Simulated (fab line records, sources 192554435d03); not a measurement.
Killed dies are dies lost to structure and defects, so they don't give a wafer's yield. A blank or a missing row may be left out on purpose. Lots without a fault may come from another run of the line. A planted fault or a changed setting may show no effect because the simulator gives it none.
Chamber matching | flow n5_finfet | N5_BEOL_M4_VIA_ETCH_34 on rie_diel-03: 4 sister chambers
The step etches the open film in C4F6/O2, target depth 69.4 nm, time 65.9 s. 4 wafers are shown with their chamber, then 12 later ones without.

WAFERS WITH THEIR CHAMBER
wafer  | chamber | drypump_motor_current_A (A)
L086.5 | 3       | 5.5
L087.1 | 0       | 6.3
L087.5 | 1       | 5.9
L087.6 | 2       | 5.8

WAFERS WITHOUT THEIR CHAMBER
wafer  | drypump_motor_current_A (A)
L091.2 | 6.3
L091.5 | 5.5
L091.6 | 6.3
L090.2 | 6.3
L090.3 | 5.5
L090.5 | 6.3
L094.2 | 5.8
L094.3 | 6.2
L094.5 | 5.5
L096.1 | 5.8
L096.4 | 5.9
L096.6 | 5.5

WHICH CHAMBER EACH WENT THROUGH
wafer  | from the rows above | in truth
L091.2 | 0                   | 0
L091.5 | 3                   | 3
L091.6 | 0                   | 0
L090.2 | 0                   | 0
L090.3 | 3                   | 3
L090.5 | 0                   | 0
L094.2 | 2                   | 2
L094.3 | 0                   | 0
L094.5 | 3                   | 3
L096.1 | 2                   | 2
L096.4 | 1                   | 1
L096.6 | 3                   | 3
Placed correctly: 12 of 12. Can't be placed from these rows: 0. Placed wrongly: 0.
How it was worked out, from the rows above alone: a wafer's distance from a chamber is the root of the sum, over the readings, of the square of ((its reading less the chamber's mean) divided by the reading's scatter). The wafer belongs to the nearest chamber; if the next one is less than 2 further off, it can't be placed. A chamber's mean is the mean of its shown wafers. The scatter: with one shown wafer a chamber, the root of the mean of the squares of how far each hidden wafer lies from its nearest shown one.
